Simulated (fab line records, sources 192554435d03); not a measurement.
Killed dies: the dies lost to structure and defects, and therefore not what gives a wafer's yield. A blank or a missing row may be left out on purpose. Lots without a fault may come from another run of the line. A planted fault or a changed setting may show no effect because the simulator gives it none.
The tool behind it: which one? :: flow n5Finfet :: 9 lots with 27 wafers sampled at 5 steps, on a route of 1938 steps

== WHAT THE GAUGES SHOWED, per wafer ==
N5_BEOL_M4_RC_MEAS_101. Usual: DIBL_N 35.9 mV/V, standard deviation 1.3; DIBL_P 36.3 mV/V, standard deviation 1.5; IOFF_N 0.153 nA/um, standard deviation 0.023; IOFF_P 0.208 nA/um, standard deviation 0.028; ION_N 672 uA/um, standard deviation 9.7; ION_P 462 uA/um, standard deviation 6.6; SS_N 71.5 mV/dec, standard deviation 0.53; SS_P 73.3 mV/dec, standard deviation 0.59; VT_N 250.4 mV, standard deviation 2.7; VT_P -250.5 mV, standard deviation 3.
lot: L823
measured: day 8 15:58
on: prober-01
DIBL_N (mV/V): 35.9 37.1 37.2
DIBL_P (mV/V): 35.8 37.6 37.0
IOFF_N (nA/um): 0.154 0.182 0.181
IOFF_P (nA/um): 0.189 0.213 0.215
ION_N (uA/um): 673 677 684
ION_P (uA/um): 457 457 465
SS_N (mV/dec): 71.3 71.6 72.2
SS_P (mV/dec): 73.1 73.7 74.0
VT_N (mV): 251.8 251.6 248.6
VT_P (mV): -254.4 -250.9 -250.2
flag: 

lot: L824
measured: day 9 02:06
on: prober-02
DIBL_N (mV/V): 34.1 33.4 34.4
DIBL_P (mV/V): 36.7 36.1 36.6
IOFF_N (nA/um): 0.150 0.139 0.148
IOFF_P (nA/um): 0.207 0.206 0.195
ION_N (uA/um): 674 665 664
ION_P (uA/um): 467 463 455
SS_N (mV/dec): 71.5 71.5 71.6
SS_P (mV/dec): 73.5 73.4 73.8
VT_N (mV): 247.2 248.8 246.3
VT_P (mV): -250.3 -250.9 -252.2
flag: 

lot: L826
measured: day 9 11:50
on: prober-02
DIBL_N (mV/V): 35.4 35.8 35.4
DIBL_P (mV/V): 35.4 35.4 35.4
IOFF_N (nA/um): 0.143 0.147 0.144
IOFF_P (nA/um): 0.196 0.200 0.190
ION_N (uA/um): 674 677 669
ION_P (uA/um): 466 456 460
SS_N (mV/dec): 71.4 70.9 71.3
SS_P (mV/dec): 72.8 72.8 72.3
VT_N (mV): 250.7 249.8 251.7
VT_P (mV): -251.0 -250.4 -251.9
flag: 

lot: L829
measured: day 10 09:09
on: prober-01
DIBL_N (mV/V): 37.4 37.9 38.0
DIBL_P (mV/V): 38.0 38.7 39.7
IOFF_N (nA/um): 0.171 0.185 0.196
IOFF_P (nA/um): 0.221 0.240 0.259
ION_N (uA/um): 674 677 682
ION_P (uA/um): 466 466 477
SS_N (mV/dec): 72.1 70.7 72.0
SS_P (mV/dec): 74.5 74.4 74.4
VT_N (mV): 248.5 249.1 246.2
VT_P (mV): -248.4 -250.1 -249.4
flag: 

lot: L831
measured: day 10 11:12
on: prober-02
DIBL_N (mV/V): 35.7 37.4 37.4
DIBL_P (mV/V): 35.8 38.7 38.2
IOFF_N (nA/um): 0.135 0.173 0.169
IOFF_P (nA/um): 0.180 0.224 0.213
ION_N (uA/um): 675 684 686
ION_P (uA/um): 460 471 464
SS_N (mV/dec): 71.3 71.7 71.9
SS_P (mV/dec): 73.6 73.5 73.1
VT_N (mV): 253.1 247.8 247.4
VT_P (mV): -249.9 -248.1 -251.0
flag: 

lot: L832
measured: day 10 20:38
on: prober-01
DIBL_N (mV/V): 35.1 35.7 35.5
DIBL_P (mV/V): 34.6 35.3 34.3
IOFF_N (nA/um): 0.125 0.141 0.130
IOFF_P (nA/um): 0.201 0.216 0.203
ION_N (uA/um): 666 670 668
ION_P (uA/um): 466 462 463
SS_N (mV/dec): 70.8 71.6 71.7
SS_P (mV/dec): 72.6 73.7 73.0
VT_N (mV): 253.6 248.8 253.1
VT_P (mV): -245.9 -247.0 -245.9
flag: 

lot: L834
measured: day 11 11:40
on: prober-02
DIBL_N (mV/V): 36.8 34.5 35.1
DIBL_P (mV/V): 35.5 33.3 33.3
IOFF_N (nA/um): 0.161 0.123 0.129
IOFF_P (nA/um): 0.211 0.178 0.176
ION_N (uA/um): 677 660 659
ION_P (uA/um): 454 452 454
SS_N (mV/dec): 71.4 71.1 71.6
SS_P (mV/dec): 74.0 72.7 73.3
VT_N (mV): 253.2 253.4 254.8
VT_P (mV): -251.8 -253.1 -253.2
flag: 

lot: L839
measured: day 12 15:20
on: prober-01
DIBL_N (mV/V): 34.7 35.2 34.3
DIBL_P (mV/V): 36.2 36.0 35.4
IOFF_N (nA/um): 0.135 0.140 0.126
IOFF_P (nA/um): 0.171 0.176 0.161
ION_N (uA/um): 677 667 663
ION_P (uA/um): 456 455 456
SS_N (mV/dec): 71.2 71.5 71.2
SS_P (mV/dec): 72.8 73.7 73.0
VT_N (mV): 253.7 252.1 253.5
VT_P (mV): -255.0 -255.3 -255.1
flag: 

lot: L842
measured: day 13 21:12
on: prober-01
DIBL_N (mV/V): 35.8 32.8 34.9
DIBL_P (mV/V): 38.0 34.6 37.1
IOFF_N (nA/um): 0.168 0.121 0.152
IOFF_P (nA/um): 0.216 0.176 0.203
ION_N (uA/um): 673 669 685
ION_P (uA/um): 462 460 474
SS_N (mV/dec): 71.5 71.3 71.5
SS_P (mV/dec): 73.4 72.8 73.5
VT_N (mV): 249.3 251.3 252.4
VT_P (mV): -252.6 -253.5 -249.4
flag: 

== TOOL THAT RAN EACH LOT (tool first, then ch and the chambers of the sampled wafers, then the start) ==
lot: L823
N5_BEOL_M0_SAQP_MANDREL2_REMOVE_110: rieSi-05 ch 0,2,3, day 6 00:13
N5_BEOL_M0_SAQP_EXPOSE_37: euvScanner-01 ch 0, day 6 00:41
N5_BEOL_M0_SAQP_DESCUM_45: rieDiel-04 ch 0,2,3, day 6 00:56
N5_BEOL_M0_SAQP_ETCH_73: rieDiel-04 ch 0,2,3, day 6 00:59

lot: L824
N5_BEOL_M0_SAQP_MANDREL2_REMOVE_110: rieSi-04 ch 0,1,2, day 6 04:13
N5_BEOL_M0_SAQP_EXPOSE_37: euvScanner-01 ch 0, day 6 04:32
N5_BEOL_M0_SAQP_DESCUM_45: rieDiel-01 ch 1,2,3, day 6 04:47
N5_BEOL_M0_SAQP_ETCH_73: rieDiel-01 ch 1,2,3, day 6 04:50

lot: L826
N5_BEOL_M0_SAQP_MANDREL2_REMOVE_110: rieSi-02 ch 1,2, day 7 00:28
N5_BEOL_M0_SAQP_EXPOSE_37: euvScanner-01 ch 0, day 7 00:45
N5_BEOL_M0_SAQP_DESCUM_45: rieDiel-01 ch 0,1,3, day 7 01:27
N5_BEOL_M0_SAQP_ETCH_73: rieDiel-01 ch 0,1,3, day 7 01:30

lot: L829
N5_BEOL_M0_SAQP_MANDREL2_REMOVE_110: rieSi-05 ch 0,1,3, day 7 16:10
N5_BEOL_M0_SAQP_EXPOSE_37: euvScanner-01 ch 0, day 7 16:26
N5_BEOL_M0_SAQP_DESCUM_45: rieDiel-02 ch 0,1,3, day 7 16:42
N5_BEOL_M0_SAQP_ETCH_73: rieDiel-02 ch 0,1,3, day 7 16:45

lot: L831
N5_BEOL_M0_SAQP_MANDREL2_REMOVE_110: rieSi-05 ch 0,1,2, day 7 23:17
N5_BEOL_M0_SAQP_EXPOSE_37: euvScanner-01 ch 0, day 7 23:34
N5_BEOL_M0_SAQP_DESCUM_45: rieDiel-01 ch 0,1,2, day 7 23:49
N5_BEOL_M0_SAQP_ETCH_73: rieDiel-01 ch 0,1,2, day 7 23:52

lot: L832
N5_BEOL_M0_SAQP_MANDREL2_REMOVE_110: rieSi-05 ch 0,1, day 8 09:39
N5_BEOL_M0_SAQP_EXPOSE_37: euvScanner-02 ch 0, day 8 09:56
N5_BEOL_M0_SAQP_DESCUM_45: rieDiel-01 ch 0,1,2, day 8 10:11
N5_BEOL_M0_SAQP_ETCH_73: rieDiel-01 ch 0,1,2, day 8 10:14

lot: L834
N5_BEOL_M0_SAQP_MANDREL2_REMOVE_110: rieSi-02 ch 1,2,3, day 9 01:53
N5_BEOL_M0_SAQP_EXPOSE_37: euvScanner-02 ch 0, day 9 02:19
N5_BEOL_M0_SAQP_DESCUM_45: rieDiel-04 ch 0,2,3, day 9 02:33
N5_BEOL_M0_SAQP_ETCH_73: rieDiel-04 ch 0,2,3, day 9 02:36

lot: L839
N5_BEOL_M0_SAQP_MANDREL2_REMOVE_110: rieSi-05 ch 1,2,3, day 10 06:28
N5_BEOL_M0_SAQP_EXPOSE_37: euvScanner-02 ch 0, day 10 06:45
N5_BEOL_M0_SAQP_DESCUM_45: rieDiel-01 ch 0,2,3, day 10 07:00
N5_BEOL_M0_SAQP_ETCH_73: rieDiel-01 ch 0,2,3, day 10 07:03

lot: L842
N5_BEOL_M0_SAQP_MANDREL2_REMOVE_110: rieSi-02 ch 0,2,3, day 10 21:55
N5_BEOL_M0_SAQP_EXPOSE_37: euvScanner-02 ch 0, day 10 22:12
N5_BEOL_M0_SAQP_DESCUM_45: rieDiel-04 ch 0,1,2, day 10 22:31
N5_BEOL_M0_SAQP_ETCH_73: rieDiel-04 ch 0,1,2, day 10 22:34
- N5_BEOL_M0_SAQP_MANDREL2_REMOVE_110: chemistry HBr/Cl2/O2, target a-Si, stops on SiCN, bt time 10 s.
- N5_BEOL_M0_SAQP_EXPOSE_37: exposes mask M0 CUT1, target cd 30 nm.
- N5_BEOL_M0_SAQP_DESCUM_45: chemistry O2, time 7 s.
- N5_BEOL_M0_SAQP_ETCH_73: etches SiARC in CF4, target depth 19.5 nm, time 32.5 s.

== WHAT THE TOOLS THEMSELVES READ (means of the sampled wafers that have a number; where no wafer has one, the mark that the record gives instead) ==
N5_BEOL_M0_SAQP_MANDREL2_REMOVE_110. Usual: drypumpMotorCurrentA 5.7 A, standard deviation 0.53; oesProductAu 0.998 a.u., standard deviation 0.017; throttleValvePct 36.66 %, standard deviation 0.28.
lot: L823
tool: rieSi-05
drypumpMotorCurrentA (A): 5.7
oesProductAu (a.u.): 0.981
throttleValvePct (%): 36.66
flag: 

lot: L824
tool: rieSi-04
drypumpMotorCurrentA (A): 5.4
oesProductAu (a.u.): 1.020
throttleValvePct (%): 36.61
flag: 

lot: L826
tool: rieSi-02
drypumpMotorCurrentA (A): 5.6
oesProductAu (a.u.): 1.010
throttleValvePct (%): 36.94
flag: 

lot: L829
tool: rieSi-05
drypumpMotorCurrentA (A): 5.5
oesProductAu (a.u.): 1.001
throttleValvePct (%): 36.56
flag: 

lot: L831
tool: rieSi-05
drypumpMotorCurrentA (A): 5.3
oesProductAu (a.u.): 1.003
throttleValvePct (%): 36.77
flag: 

lot: L832
tool: rieSi-05
drypumpMotorCurrentA (A): 5.1
oesProductAu (a.u.): 1.007
throttleValvePct (%): 36.66
flag: 

lot: L834
tool: rieSi-02
drypumpMotorCurrentA (A): 6.0
oesProductAu (a.u.): 0.999
throttleValvePct (%): 36.87
flag: 

lot: L839
tool: rieSi-05
drypumpMotorCurrentA (A): 5.7
oesProductAu (a.u.): 0.998
throttleValvePct (%): 36.45
flag: 

lot: L842
tool: rieSi-02
drypumpMotorCurrentA (A): 5.9
oesProductAu (a.u.): 0.994
throttleValvePct (%): 36.73
flag: 

N5_BEOL_M0_SAQP_EXPOSE_37. Usual: 44.72 for exposureDoseMJCm2, sd 0.043.
lot: L823
tool: euvScanner-01
exposureDoseMJCm2: 44.69
flag: 

lot: L824
tool: euvScanner-01
exposureDoseMJCm2: 44.75
flag: 

lot: L826
tool: euvScanner-01
exposureDoseMJCm2: 43.39
flag: OFF

lot: L829
tool: euvScanner-01
exposureDoseMJCm2: 43.88
flag: OFF

lot: L831
tool: euvScanner-01
exposureDoseMJCm2: 44.05
flag: OFF

lot: L832
tool: euvScanner-02
exposureDoseMJCm2: 44.74
flag: 

lot: L834
tool: euvScanner-02
exposureDoseMJCm2: 44.77
flag: 

lot: L839
tool: euvScanner-02
exposureDoseMJCm2: 44.68
flag: 

lot: L842
tool: euvScanner-02
exposureDoseMJCm2: 44.75
flag: 

N5_BEOL_M0_SAQP_DESCUM_45. Usual: drypumpMotorCurrentA 5.6 A, standard deviation 0.33; oesProductAu 0.79 a.u., standard deviation 0.094; rfVppV 243.6 V, standard deviation 1.4; showerheadPlenumPTorr 2.12 Torr, standard deviation 0.077; tempC 40.01 C, standard deviation 0.12; throttleValvePct 20.36 %, standard deviation 0.25.
lot: L823
tool: rieDiel-04
drypumpMotorCurrentA (A): 5.2
oesProductAu (a.u.): 0.73
rfVppV (V): 243.3
showerheadPlenumPTorr (Torr): 2.11
tempC (C): 40.08
throttleValvePct (%): 20.39
flag: 

lot: L824
tool: rieDiel-01
drypumpMotorCurrentA (A): 5.5
oesProductAu (a.u.): 0.78
rfVppV (V): 242.6
showerheadPlenumPTorr (Torr): 2.07
tempC (C): 40.07
throttleValvePct (%): 20.40
flag: 

lot: L826
tool: rieDiel-01
drypumpMotorCurrentA (A): 5.7
oesProductAu (a.u.): 0.74
rfVppV (V): 243.7
showerheadPlenumPTorr (Torr): 2.09
tempC (C): 40.08
throttleValvePct (%): 20.45
flag: 

lot: L829
tool: rieDiel-02
drypumpMotorCurrentA (A): 5.8
oesProductAu (a.u.): 0.80
rfVppV (V): 244.9
showerheadPlenumPTorr (Torr): 2.18
tempC (C): 39.92
throttleValvePct (%): 20.41
flag: 

lot: L831
tool: rieDiel-01
drypumpMotorCurrentA (A): 5.7
oesProductAu (a.u.): 0.80
rfVppV (V): 243.4
showerheadPlenumPTorr (Torr): 2.08
tempC (C): 40.01
throttleValvePct (%): 20.27
flag: 

lot: L832
tool: rieDiel-01
drypumpMotorCurrentA (A): 5.7
oesProductAu (a.u.): 0.81
rfVppV (V): 244.0
showerheadPlenumPTorr (Torr): 2.08
tempC (C): 40.05
throttleValvePct (%): 20.27
flag: 

lot: L834
tool: rieDiel-04
drypumpMotorCurrentA (A): 5.2
oesProductAu (a.u.): 0.82
rfVppV (V): 245.6
showerheadPlenumPTorr (Torr): 2.19
tempC (C): 40.02
throttleValvePct (%): 20.27
flag: 

lot: L839
tool: rieDiel-01
drypumpMotorCurrentA (A): 5.5
oesProductAu (a.u.): 0.87
rfVppV (V): 242.7
showerheadPlenumPTorr (Torr): 2.07
tempC (C): 40.00
throttleValvePct (%): 20.05
flag: 

lot: L842
tool: rieDiel-04
drypumpMotorCurrentA (A): 5.2
oesProductAu (a.u.): 0.76
rfVppV (V): 243.5
showerheadPlenumPTorr (Torr): 2.12
tempC (C): 39.94
throttleValvePct (%): 20.47
flag: 

N5_BEOL_M0_SAQP_ETCH_73. Usual: drypumpMotorCurrentA 5.6 A, standard deviation 0.33; etchRfOnTimeS 32.5 s, standard deviation 0.58; oesProductAu 0.68 a.u., standard deviation 0.081; rfVppV 184.4 V, standard deviation 1.1; showerheadPlenumPTorr 2.17 Torr, standard deviation 0.073; throttleValvePct 15.56 %, standard deviation 0.25.
lot: L823
tool: rieDiel-04
drypumpMotorCurrentA (A): 5.2
etchRfOnTimeS (s): 32.8
oesProductAu (a.u.): 0.62
rfVppV (V): 184.5
showerheadPlenumPTorr (Torr): 2.16
throttleValvePct (%): 15.63
flag: 

lot: L824
tool: rieDiel-01
drypumpMotorCurrentA (A): 5.5
etchRfOnTimeS (s): 32.2
oesProductAu (a.u.): 0.67
rfVppV (V): 183.8
showerheadPlenumPTorr (Torr): 2.12
throttleValvePct (%): 15.58
flag: 

lot: L826
tool: rieDiel-01
drypumpMotorCurrentA (A): 5.6
etchRfOnTimeS (s): 32.4
oesProductAu (a.u.): 0.64
rfVppV (V): 183.9
showerheadPlenumPTorr (Torr): 2.14
throttleValvePct (%): 15.64
flag: 

lot: L829
tool: rieDiel-02
drypumpMotorCurrentA (A): 5.8
etchRfOnTimeS (s): 32.8
oesProductAu (a.u.): 0.68
rfVppV (V): 185.1
showerheadPlenumPTorr (Torr): 2.23
throttleValvePct (%): 15.60
flag: 

lot: L831
tool: rieDiel-01
drypumpMotorCurrentA (A): 5.7
etchRfOnTimeS (s): 32.5
oesProductAu (a.u.): 0.69
rfVppV (V): 184.2
showerheadPlenumPTorr (Torr): 2.13
throttleValvePct (%): 15.47
flag: 

lot: L832
tool: rieDiel-01
drypumpMotorCurrentA (A): 5.7
etchRfOnTimeS (s): 32.6
oesProductAu (a.u.): 0.68
rfVppV (V): 184.0
showerheadPlenumPTorr (Torr): 2.13
throttleValvePct (%): 15.48
flag: 

lot: L834
tool: rieDiel-04
drypumpMotorCurrentA (A): 5.2
etchRfOnTimeS (s): 32.3
oesProductAu (a.u.): 0.70
rfVppV (V): 185.1
showerheadPlenumPTorr (Torr): 2.24
throttleValvePct (%): 15.49
flag: 

lot: L839
tool: rieDiel-01
drypumpMotorCurrentA (A): 5.5
etchRfOnTimeS (s): 31.9
oesProductAu (a.u.): 0.75
rfVppV (V): 183.9
showerheadPlenumPTorr (Torr): 2.13
throttleValvePct (%): 15.22
flag: 

lot: L842
tool: rieDiel-04
drypumpMotorCurrentA (A): 5.2
etchRfOnTimeS (s): 32.5
oesProductAu (a.u.): 0.66
rfVppV (V): 184.2
showerheadPlenumPTorr (Torr): 2.17
throttleValvePct (%): 15.67
flag: 

== THE ANSWER, worked out from the rows above alone ==
Rule: a lot counts as off when the mean over its wafers that have a number is more than 3 standard deviations away from the usual mean. A lot without any number at a reading at which 4 lots or more have one is off too. The other lots that the step has rows for count as sound. The gauges are gone through in route order, then the tools' own readings, and for those a lot's mean is taken as printed above. The first step at which some lot is off is used, and at that step the reading that is off furthest; a lot without a number counts as furthest.
Off at N5_BEOL_M0_SAQP_EXPOSE_37 (exposureDoseMJCm2): L826, L829, L831.
A tool fits if, at that step or a process step before it, it ran every lot that is off, and no sound lot after the first of them. One candidate fits, namely euvScanner-01 at N5_BEOL_M0_SAQP_EXPOSE_37. Its last sound lot is L824 (day 6 04:32), its first lot that is off L826 (day 7 00:45): a fault that began between those two fits.
The tool's own readings at N5_BEOL_M0_SAQP_EXPOSE_37 bear it out: on the lots that are off they differ by more than 5 times the standard deviation of the sound lots' means. exposureDoseMJCm2 reads 43.77 there against 44.73 on the sound lots.

== WHAT THE SIMULATOR HAD PUT IN ==
Drift in process parameters on euvScanner-01 at N5_BEOL_M0_SAQP_EXPOSE_37, starting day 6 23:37. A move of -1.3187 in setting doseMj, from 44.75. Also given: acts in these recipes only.
Struck lots among those shown: L826, L829, L831. This agrees with what the rule above found.
